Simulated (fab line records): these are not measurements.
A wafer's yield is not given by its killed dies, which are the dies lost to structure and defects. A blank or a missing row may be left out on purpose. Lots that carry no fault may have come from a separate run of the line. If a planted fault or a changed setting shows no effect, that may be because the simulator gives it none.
fab line records | flow n5-finfet
[record] lots = 3 wafers = 9 last-day = 20
route steps=1938 shown BEOL_M6@1230 BEOL_M7@1263 BEOL_M15@1830
lots with no fault: from the same line, run without faults
start-h: hours from the record's opening day to when the first of the lot's shown wafers began | wait-h: hours from the lot's prior step to this one | " the same as in the row above | L1.1+2: one row covering several wafers at once | - no value present, or no start provided | * or withheld: withheld | < > ~ a bound
route shown NAME@n: NAME is a module with steps in the file, n the number in the route of the first one | usual: the fault-free wafers' mean and standard deviation | same: alike in all rows | chamber/n: place in a boat | sites: readings site by site | _std_site: the standard deviation of these | _edge_site: the outer-site mean with the inner-site mean subtracted | radius-mm: how far each site lies from the wafer's centre | mask NAME#n: copy n | behind: the tool/chamber that last shaped the wafer | hold: reason for holding the lot/hours on hold/outcome of the hold | device: the transistor (n, p or np) that didn't switch | end of line: at the end of the route, the tests of the same wafers | a step given without rows: its recipe and nothing more | killed: at the first sort, the dies lost to defects and structure; wafer yield is something else | map: the dies of a wafer, with x for killed, . for not killed, _ for no die there
set.NAME: the setting that was run; set.NAME@STEP: the one run at that earlier step | model.NAME: the simulator's own value behind a step, which no gauge read
certain route steps with their lots: each step a table, each wafer a row
services: the hour from which a tool's chamber was out of use, counted from the record's first day as start-h (under 0 if before that day), plus the number of hours and why
[[steps]]
[step N5_BEOL_M6_DESCUM_33]
[recipe] chemistry = O2 time-s = 7 source-power-w = 50 bias-power-w = 20 pressure-mtorr = 20 rf-frequency-hz = 2.712e+07 temp-c = 40 resist = CAR-EUV o2-flow-sccm = 225
[step N5_BEOL_M6_ETCH_72]
[recipe] chemistry = N2/H2 target = underlayer target-depth-a = 65 mask-material = CAR-EUV time-s = 5.2 ion-energy-ev = 200 pressure-mtorr = 30 source-w = 840 bias-w = 150 n2-flow-sccm = 200 h2-flow-sccm = 200 ends = cleared
[step N5_BEOL_M6_ETCH_65]
[recipe] chemistry = CF4 target = SiARC target-depth-a = 156 mask-material = CAR-EUV time-s = 26 ion-energy-ev = 80 pressure-mtorr = 40 source-w = 545 bias-w = 36 Ar_flow_sccm = 100 cf4-flow-sccm = 100 ends = cleared
[step N5_BEOL_M6_ETCH_66]
[recipe] chemistry = N2/H2 target = SOC target-depth-a = 800 overetch-a = 160 mask-material = SiARC temp-c = 40 time-s = 120 ion-energy-ev = 200 pressure-mtorr = 30 source-w = 840 bias-w = 150 n2-flow-sccm = 200 h2-flow-sccm = 200
[step N5_BEOL_M6_STRIP_69]
[recipe] chemistry = N2/H2 temp-c = 40 n2-flow-sccm = 200 h2-flow-sccm = 200 rf-frequency-hz = 6e+07
[step N5_BEOL_M6_STRIP_73]
[recipe] chemistry = N2/H2 temp-c = 40 n2-flow-sccm = 200 h2-flow-sccm = 200 rf-frequency-hz = 6e+07
[step N5_BEOL_M6_VIA_ETCH_34]
[recipe] chemistry = C4F6/O2 target = SiCOH_lowk target-depth-a = 1263 mask-material = SOC taper-deg = 4 time-s = 50.9 ion-energy-ev = 250 pressure-mtorr = 30 source-w = 345 bias-w = 185 Ar_flow_sccm = 300 C4F6_flow_sccm = 10 O2_flow_sccm = 10
[step N5_BEOL_M6_STRIP_76]
[recipe] chemistry = C4F6/O2 resist = SiARC rf-frequency-hz = 6e+07
[step N5_BEOL_M6_STRIP_36]
[recipe] chemistry = N2/H2 power-w = 450 temp-c = 40 pressure-mtorr = 20 rf-frequency-hz = 6e+07 overash-fraction = 0.3 bias-power-w = 7 h2-frac = 0.5 n2-flow-sccm = 200 h2-flow-sccm = 200
[step N5_BEOL_M6_TRENCH_ETCH_37]
[recipe] chemistry = C4F6/O2 target-depth-a = 944.35 target = SiCOH_lowk time-s = 31.5 ion-energy-ev = 250 pressure-mtorr = 30 source-w = 345 bias-w = 185 Ar_flow_sccm = 300 C4F6_flow_sccm = 10 O2_flow_sccm = 10
[usual] drypump-motor-current-A = 5.6/0.4 oes_f_703_au = 0.83/0.089 oes_o_777_au = 0.83/0.09 oes-product-au = 0.83/0.097 rf-fwd-power-W = 340.5/1.7 rf-vpp-V = 666/6.5 showerhead-plenum-p-Torr = 2.88/0.1 throttle-valve-pct = 20.92/0.17
// columns lot.wafer tool chamber start-h wait-h drypump-motor-current-A oes_f_703_au oes_o_777_au oes-product-au rf-fwd-power-W rf-hours-counter-h rf-vpp-V showerhead-plenum-p-Torr throttle-valve-pct model.etch.depth-nm model.BEOL_M6.feature-depth-nm
L111.1 rie-diel-04 0 278.27 - 6.1 1.15 1.11 0.94 422.6 36 605 3.01 20.80 104.9 104.8
L111.2 " 3 " " 5.1 0.94 0.94 0.95 341.9 15 668 2.90 20.76 95.92 96
L111.6 " 2 " " 5.2 0.69 0.68 0.68 340.6 - 658 2.80 21.09 91.68 91.6
L126.1 rie-diel-04 1 387.45 - 5.5 0.81 0.80 0.81 339.1 109 662 2.75 21.13 93.56 93.6
L126.2 " 0 " " 6.1 0.84 0.84 0.85 338.0 69 672 2.99 20.83 96.09 96
L126.3 " 2 " " 5.2 0.90 0.90 0.92 344.2 21 657 2.79 20.72 96.44 96.4
L122.4 rie-diel-02 1 394.49 - 5.7 0.71 0.71 0.68 341.0 237 662 2.92 20.99 92.17 92.2
L122.5 " 3 " " 5.6 0.70 0.71 0.71 340.3 - 662 2.71 21.20 91.89 91.8
L122.6 " 0 " " 5.6 0.99 0.99 0.98 341.4 - 680 3.04 20.60 94.87 94.8
[step N5_BEOL_M6_ETCH_41]
[recipe] chemistry = CH3F/O2 target = SiCN target-depth-a = 297 taper-deg = 2 time-s = 52 ion-energy-ev = 120 mask-material = TiN pressure-mtorr = 30 source-w = 395 bias-w = 75 Ar_flow_sccm = 150 CH3F_flow_sccm = 30 O2_flow_sccm = 20
[step N5_BEOL_M6_STRIP_80]
[recipe] chemistry = N2/H2 time-s = 10 power-w = 450 temp-c = 40 pressure-mtorr = 20 rf-frequency-hz = 6e+07 bias-power-w = 7 n2-flow-sccm = 200 h2-flow-sccm = 200
[step N5_BEOL_M6_OCD_MEAS_38]
[usual] trench-depth-nm = 94.2/1.7
// columns lot.wafer tool chamber start-h wait-h trench-depth-nm
L111.1 ocd-02 - 278.42 - 105.2
L111.2 " - " " 96.2
L111.6 " - " " 91.6
L126.1 ocd-02 - 387.60 - 93.5
L126.2 " - " " 95.7
L126.3 " - " " 96.8
L122.4 ocd-02 - 394.65 - 92.4
L122.5 " - " " 92.0
L122.6 " - " " 94.7
[step N5_BEOL_M6_HM_STRIP_39]
[recipe] chemistry = peroxide-tin-strip material = TiN target-depth-a = 250 temp-c = 50 time-s = 158
[step N5_BEOL_M6_SRD_40]
[recipe] time-s = 30 temp-c = 23 rinse-liquid = diw dry = ipa-marangoni
[step N5_BEOL_M6_PRECLEAN_42]
[recipe] chemistry = residue-remover time-s = 60 temp-c = 40
[step N5_BEOL_M6_SRD_43]
[recipe] time-s = 30 temp-c = 23 rinse-liquid = diw dry = ipa-marangoni
[step N5_BEOL_M6_CURE_75]
[recipe] temp-c = 370 time-s = 120 ambient = DMADMS/He material = SiCOH_lowk
[step N5_BEOL_M6_DEGAS_44]
[recipe] ambient = vacuum temp-c = 250 time-s = 60
[step N5_BEOL_M6_PRE_CLEAN_45]
[recipe] gas = H2/He time-s = 30 temp-c = 250
[step N5_BEOL_M6_ALD_77]
[recipe] material = TaN target-thk-a = 20 temp-c = 275 ald-precursor-family = PDMAT ald-co-reactant = NH3 pressure-torr = 3 carrier-flow-sccm = 1500 pulse-time-s = 2 purge-time-s = 3 co-reactant-purge-time-s = 2 co-reactant-pulse-time-s = 3 ald-cycles = 40 precursor-vessel-temp-c = 75 precursor-vessel-pressure-torr = 26.25 precursor-vessel-carrier-sccm = 1000
[step N5_BEOL_M6_SURFACE_TREAT_79]
[recipe] gas = Ar time-s = * ion-energy-ev = * ion-current-ma-cm2 = 0.5 pressure-mtorr = * ar-flow-sccm = 30
[step N5_BEOL_M6_CVD_78]
[recipe] material = Co target-thk-a = 20 temp-c = withheld precursor = CCTBA/H2 pressure-torr = 30 time-s = 142.3
[step N5_BEOL_M6_SPUTTER_48]
[recipe] material = Cu target-thk-a = 100 temp-c = -20 bias-v = 60 power-w = 26000 chamber-pressure-pa = 0.13 time-s = 1.667
[step N5_BEOL_M6_ECD_50]
[recipe] material = Cu target-thk-a = 3000
[step N5_BEOL_M6_ANNEAL_51]
[recipe] temp-c = 225 time-s = 90 ambient = N2
[step N5_BEOL_M6_CMP_52]
[recipe] stop-on = SiCOH_lowk t-overpolish-s = 6.9 down-force-psi = 1 platen-rpm = 50 clearing-platen-down-force-psi = 1.5 clearing-platen-rpm = 50 post-cmp-clean = cu-alkaline target-thk-nm = 80 clearing-platen-pad-velocity-m-s = 0.99484 pad-velocity-m-s = 0.99484
[usual] barrier-field-endpoint-s = 29.0/0.68 clearing-platen-down-force-psi = 1.500/0.003 motor-current-A = 6.2/0.7 overpolish-run-s = 6.900/0.0088 time-to-endpoint-s = 63.3/2.8
// columns lot.wafer tool chamber start-h wait-h barrier-field-endpoint-s clearing-platen-down-force-psi motor-current-A overpolish-run-s time-to-endpoint-s model.Cu_of_BEOL_M6_ECD_50.thk-nm
L111.2 cmp-04 3 280.31 0.3 28.7 1.491 6.5 6.891 63.5 82
L111.1 " 0 " " 28.9 1.503 5.6 6.904 62.8 91.2
L111.6 " 2 " " 29.8 1.500 5.7 6.907 63.9 78
L126.3 cmp-01 1 390.43 0.2 28.2 1.503 4.9 6.893 59.6 81
L126.2 " 2 " " 29.0 1.499 7.0 6.900 59.3 81
L126.1 " 3 " " 28.9 1.500 6.8 6.889 64.3 79
L122.4 cmp-01 3 396.93 0.2 28.8 1.500 6.9 6.876 64.9 78.4
L122.6 " 1 " " 27.4 1.505 4.5 6.885 59.8 81.8
L122.5 " 2 " " 28.3 1.508 7.1 6.904 61.7 77.4
[step N5_BEOL_M6_THK_MEAS_53]
[recipe] thk-meas-gauge = xrf reads = Cu_of_BEOL_M6_ECD_50
[usual] M6_THK = 78.9/1.9
// columns lot.wafer tool chamber start-h wait-h M6_THK[nm]
L111.1 film-metro-01 - 280.53 - 90.4
L111.2 " - " " 81.1
L111.6 " - " " 77.1
L126.1 film-metro-02 - 390.73 - 77.1
L126.2 " - " " 79.8
L126.3 " - " " 79.0
L122.4 film-metro-02 - 397.16 - 77.6
L122.5 " - " " 76.5
L122.6 " - " " 81.0
[step N5_BEOL_M6_PRE_CLEAN_55]
[recipe] gas = NH3 time-s = 15 temp-c = withheld rf-power-w = 300
[step N5_BEOL_M6_DEP_56]
[recipe] material = SiCN target-thk-a = 100 temp-c = withheld precursor = 3MS/NH3 pressure-torr = 3 rf-w = 202 time-s = 17.5
[step N5_BEOL_M6_RS_MEAS_57]
[recipe] thk-meas-gauge = four-point-probe reads = Cu_of_BEOL_M6_ECD_50+Co_of_BEOL_M6_CVD_78+TaN_of_BEOL_M6_ALD_77
[usual] M6_RS = 0.287/0.0081
// columns lot.wafer tool chamber start-h wait-h M6_RS[ohm/sq]
L111.1 film-metro-02 - 280.66 0.1 0.245
L111.2 " - " " 0.278
L111.6 " - " " 0.294
L126.1 film-metro-02 - 390.86 0.1 0.289
L126.2 " - " " 0.281
L126.3 " - " " 0.282
L122.4 film-metro-01 - 397.29 0.0 0.293
L122.5 " - " " 0.298
L122.6 " - " " 0.279
[step N5_BEOL_M7_ILD_DEP_00]
[recipe] material = SiCOH_lowk target-thk-a = 1797.5 temp-c = 300 precursor = DEMS/porogen pressure-torr = 5 rf-w = 500 time-s = 33.4
[step N5_BEOL_M7_CURE_74]
[recipe] temp-c = 385 time-s = 240 ambient = He/Ar material = SiCOH_lowk
[step N5_BEOL_M7_PECVD_70]
[recipe] material = SiO2 target-thk-a = 200 temp-c = 400 precursor = TEOS/O2 pressure-torr = 5.5 rf-w = 450 teos-flow-sccm = 53.8 gas = O2 flow-sccm = 3000 time-s = 22.7
[step N5_BEOL_M7_HM_DEP_02]
[recipe] material = TiN target-thk-a = 200 temp-c = 25 chamber-pressure-pa = 0.49996
[step N5_BEOL_M7_COAT_59]
[recipe] resist = SOC temp-c = 250 time-s = 60 spin-rpm = 1500 resist-thk-nm = 100
[step N5_BEOL_M15_RC_MEAS_101]
[usual] COMB_M10 = 1.6e-11/3.1e-12 COMB_M11 = 1.51e-11/2.9e-12 COMB_M12 = 7.3e-12/1.4e-12 COMB_M13 = 5.6e-12/1e-12 COMB_M14 = 4.4e-12/7.7e-13 COMB_M15 = 3.2e-12/5.3e-13 COMB_M5 = 3.8e-11/7e-12 COMB_M6 = 2.7e-11/4.8e-12 COMB_M7 = 2.6e-11/5.5e-12 COMB_M8 = 2.6e-11/4.4e-12 COMB_M9 = 1.55e-11/2.9e-12 SERP_M10 = 3.08/0.069 SERP_M11 = 3.08/0.068 SERP_M11_max_site = 3.18/0.077 SERP_M12 = 0.636/0.014 SERP_M13 = 0.306/0.0057 SERP_M13_max_site = 0.309/0.0061 SERP_M14 = 0.161/0.0031 SERP_M5 = 38.3/1 SERP_M6 = 13.7/0.48 SERP_M6_max_site = 14.2/0.49 SERP_M7 = 13.8/0.42 SERP_M8 = 13.9/0.57 SERP_M9 = 3.06/0.076
// columns lot.wafer tool chamber start-h wait-h COMB_M10[S/m] COMB_M11[S/m] COMB_M12[S/m] COMB_M13[S/m] COMB_M14[S/m] COMB_M15[S/m] COMB_M5[S/m] COMB_M6[S/m] COMB_M7[S/m] COMB_M8[S/m] COMB_M9[S/m] SERP_M10[ohm/um] SERP_M11[ohm/um] SERP_M11_max_site[ohm/um] SERP_M12[ohm/um] SERP_M13[ohm/um] SERP_M13_max_site[ohm/um] SERP_M14[ohm/um] SERP_M5[ohm/um] SERP_M6[ohm/um] SERP_M6_max_site[ohm/um] SERP_M7[ohm/um] SERP_M8[ohm/um] SERP_M9[ohm/um]
L111.1 prober-02 0 343.99 0.0 1.8e-11 1.69e-11 6.3e-12 5.2e-12 4.4e-12 2.9e-12 3.5e-11 2.2e-11 3.1e-11 3e-11 2.3e-11 3.23 3.03 3.10 0.653 0.315 0.320 0.160 39.0 11.9 12.7 14.2 14.5 3.10
L111.2 " 0 " " 1.4e-11 1.6e-11 6.3e-12 5e-12 3.9e-12 3e-12 3.9e-11 2.4e-11 3.9e-11 2.7e-11 2.06e-11 3.13 3.01 3.09 0.648 0.306 0.313 0.157 36.5 13.7 14.2 13.8 13.9 3.10
L111.6 " 0 " " 1.4e-11 1.49e-11 5.3e-12 6e-12 5.1e-12 2.5e-12 3.6e-11 2.1e-11 3.6e-11 3.6e-11 1.43e-11 3.12 3.09 3.20 0.668 0.312 0.315 0.154 38.6 14.3 15.3 14.3 14.6 3.16
L126.1 prober-01 0 462.81 0.0 2.9e-11 1.44e-11 6.5e-12 6.4e-12 6.4e-12 3.6e-12 5.3e-11 2.8e-11 2.3e-11 3.3e-11 2.11e-11 3.07 3.06 3.15 0.661 0.292 0.293 0.163 38.3 14.0 14.5 13.5 13.4 3.04
L126.2 " 0 " " 1.8e-11 1.24e-11 6.2e-12 5.8e-12 5.4e-12 4.4e-12 4.9e-11 2.7e-11 2.3e-11 2.8e-11 1.74e-11 3.12 3.08 3.13 0.640 0.303 0.308 0.162 37.7 13.7 14.0 13.9 13.1 3.19
L126.3 " 0 " " 1.5e-11 1.08e-11 7e-12 4.5e-12 5.1e-12 3.4e-12 4.1e-11 3.8e-11 2.4e-11 2.4e-11 1.72e-11 3.13 3.19 3.24 0.642 0.296 0.301 0.157 37.9 13.7 14.4 14.0 13.3 3.07
L122.4 prober-02 0 471.47 0.5 1.5e-11 1.27e-11 7.5e-12 6e-12 4.3e-12 3.5e-12 4e-11 3e-11 1.9e-11 2.6e-11 1.63e-11 3.02 3.05 3.16 0.634 0.308 0.310 0.157 39.5 14.3 14.7 13.8 13.6 3.08
L122.5 " 0 " " 1.4e-11 1.41e-11 8.9e-12 6.3e-12 3.3e-12 3.1e-12 5e-11 2.9e-11 2.1e-11 2.2e-11 1.84e-11 3.10 3.07 3.14 0.625 0.305 0.308 0.157 39.2 14.2 14.4 13.9 14.2 3.09
L122.6 " 0 " " 2.1e-11 1.06e-11 8e-12 7.8e-12 4e-12 2.6e-12 4.1e-11 3.1e-11 1.9e-11 2.6e-11 1.34e-11 3.05 3.10 3.17 0.648 0.304 0.306 0.164 37.4 13.0 13.8 13.9 13.7 3.09
// sites SERP_M6 radius-mm=0,75,75,75,75,140,140,140,140
L111.1 12.0 11.9 12.7 12.5 12.3 11.2 11.8 11.8 11.9
L126.1 13.7 14.0 13.9 14.0 14.0 14.3 14.4 14.5 14.2
L122.4 14.7 14.3 14.5 14.7 14.4 13.2 13.3 13.3 13.2
[[services]]
// columns tool chamber start-h hours kind
cmp-04 - 264.82 0.8 repair
cmp-01 - 278.77 2.6 repair
cmp-04 - 288.21 0.8 repair
rie-diel-04 2 292.39 - clean
rie-diel-04 2 292.39 - consumable-replace:focus-ring
rie-diel-04 2 292.39 17.3 scheduled-down
rie-diel-04 2 292.39 17.3 vent-cycle
cmp-01 - 298.90 1.8 repair
cmp-04 - 303.73 2.6 repair
rie-diel-02 3 335.79 4.6 repair
rie-diel-02 0 365.28 - clean
rie-diel-02 0 365.28 - consumable-replace:focus-ring
rie-diel-02 0 365.28 - consumable-replace:showerhead
rie-diel-02 0 365.28 24.1 scheduled-down
rie-diel-02 0 365.28 24.1 vent-cycle
rie-diel-04 3 382.33 7.4 repair
rie-diel-04 0 393.93 4.7 repair
[[key]]
[first-sign] step = N5_BEOL_M6_TRENCH_ETCH_37 reading = rf-fwd-power-W direction = up sigmas = 49 usual = * struck = *
[effect] step = N5_BEOL_M6_TRENCH_ETCH_37 reading = rf-vpp-V direction = down sigmas = 9.4 usual = 666 struck = 605
[effect] step = N5_BEOL_M6_OCD_MEAS_38 reading = trench-depth-nm direction = up sigmas = 6.6 usual = 94.2 struck = 105.2
[effect] step = N5_BEOL_M6_THK_MEAS_53 reading = M6_THK direction = up sigmas = 6 usual = 78.9 struck = 90.4
[effect] step = N5_BEOL_M6_RS_MEAS_57 reading = M6_RS direction = down sigmas = 5.1 usual = 0.287 struck = 0.245
[effect] step = N5_BEOL_M15_RC_MEAS_101 reading = SERP_M6 direction = down sigmas = 3.8 usual = 13.7 struck = 11.9
[model-effect] step = N5_BEOL_M6_TRENCH_ETCH_37 value = etch.depth-nm without = 96.48 struck = 104.9
[model-effect] step = N5_BEOL_M6_CMP_52 value = Cu_of_BEOL_M6_ECD_50.thk-nm without = 82.8 struck = 91.2
met-at N5_BEOL_M6_TRENCH_ETCH_37
struck-wafers L111.1
[fault] kind = process-parameter-drift tool = rie-diel-04 chamber = 0 onset-h = 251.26 steps = N5_BEOL_M6_TRENCH_ETCH_37 channel = source-w offset = 82.8 shape = step end-h = 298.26 acts-in = these-recipes-only stated = 345
